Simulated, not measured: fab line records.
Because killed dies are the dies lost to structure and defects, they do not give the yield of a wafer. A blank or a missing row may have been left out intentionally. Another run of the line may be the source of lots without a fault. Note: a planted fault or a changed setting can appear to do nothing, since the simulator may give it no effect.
Split-lot trial ; flow n5-finfet ; 21 wafers read across 7 lots, on a route 1938 steps long

== ABOUT THE SPLIT ==
At N5_BEOL_M12_EXPOSE_07 (exposes mask V11), the setting dose-mj was moved away from the recipe's 32.5 on 8 of the 21 wafers read, by -2.2% to +7.4%. For the rest of the wafers, this setting stayed at what the recipe calls for.

== FROM THE SPLIT TO THE READING: what the file shows between them, 11 steps ==
- N5_BEOL_M12_PEB_08: peb time 90 s
- N5_BEOL_M12_DEVELOP_09: develop time 45 s
- N5_BEOL_M12_HARDBAKE_14: time 120 s
- N5_BEOL_M12_CD_MEAS_10: target cd 140 nm
- N5_BEOL_M12_DESCUM_15: chemistry O2, time 7.9 s
- N5_BEOL_M12_ETCH_59: etches BARC in N2/H2, target depth 89 nm, overetch 26.7 nm, time 67.9 s
- N5_BEOL_M12_VIA_ETCH_16: etches SiOC in C4F8/O2/Ar, target depth 724.8 nm
- N5_BEOL_M12_STRIP_63: strips in N2/H2
- N5_BEOL_M12_STRIP_64: strips in N2/H2
- N5_BEOL_M12_STRIP_71: strips in post etch residue remover, time 60 s
- N5_BEOL_M12_SRD_72: time 30 s, dry time 30 s

== THE READING ==
cd-nm (nm) at N5_BEOL_M12_CD_MEAS_17, where the cd target is 140 nm. On this fab line, fault-free wafers typically give 140.8 nm with a standard deviation of 1.5 nm.

wafer;tool, chamber at the split;dose-mj as run;against the recipe;cd-nm, nm;against lot-mates on the recipe
L077.3;krf-scanner-02, 0;32.5;recipe;141.2;-
L077.4;krf-scanner-02, 0;32.5;recipe;141.2;-
L077.6;krf-scanner-02, 0;34.9;+7.4%;147.7;+6.5
L074.2;krf-scanner-01, 0;32.5;recipe;140.2;-
L074.3;krf-scanner-01, 0;32.5;recipe;139.6;-
L074.4;krf-scanner-01, 0;32.5;recipe;139.7;-
L080.1;krf-scanner-02, 0;34.88;+7.3%;151.3;+11.4
L080.3;krf-scanner-02, 0;34.88;+7.3%;149.3;+9.4
L080.5;krf-scanner-02, 0;32.5;recipe;139.9;-
L082.1;krf-scanner-01, 0;31.85;-2.0%;139.5;no lot-mate on the recipe
L082.2;krf-scanner-01, 0;31.85;-2.0%;137.7;no lot-mate on the recipe
L082.3;krf-scanner-01, 0;31.85;-2.0%;138.3;no lot-mate on the recipe
L087.2;krf-scanner-01, 0;32.5;recipe;141.6;-
L087.5;krf-scanner-01, 0;32.5;recipe;141.4;-
L087.6;krf-scanner-01, 0;32.5;recipe;141.1;-
L095.2;krf-scanner-02, 0;31.78;-2.2%;137.1;-5.4
L095.4;krf-scanner-02, 0;32.5;recipe;142.5;-
L095.5;krf-scanner-02, 0;31.78;-2.2%;137.2;-5.3
L096.2;krf-scanner-02, 0;32.5;recipe;139.5;-
L096.4;krf-scanner-02, 0;32.5;recipe;139.3;-
L096.6;krf-scanner-02, 0;32.5;recipe;139.8;-

THE FIT
A straight line over all 21 wafers: cd-nm changes by +1.22 nm for each +1% of dose-mj; r = +0.96; the points scatter about the line by 1.1 nm.
The same after taking each lot's own level away (the mean of its wafers on the recipe; 18 wafers): +1.35 nm for each +1%; r = +0.96; scatter 1.2 nm.
On that fit, the largest move of dose-mj shifts the reading by 9.9 nm.
From 139.53 to 142.50 nm: that is the span of the lots' own levels, equal to 2.0 times the standard deviation above.
Hence the lot-to-lot level has little effect on the slope; both slopes agree.
Check: +11 nm against its lot-mates is what the line predicts for one of the wafers moved furthest among these (+7.4%) when that wafer is left out of the fit. Against them it came out at +6.5 nm.

== THE WHOLE CHAIN: every reading that the file lists as answering this split, in the file's order ==
step;what it does;reading;change (the file's fit);r (the file's)
N5_BEOL_M12_CD_MEAS_10;target cd 140 nm;cd-nm;+1.09 nm for each +1% of the setting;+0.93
N5_BEOL_M12_CD_MEAS_17;target cd 140 nm;cd-nm;+1.2 nm for each +1% of the setting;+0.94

== FILE'S OWN FIT ==
cd-nm changes by +1.2 nm for each +1% of dose-mj, r = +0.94.
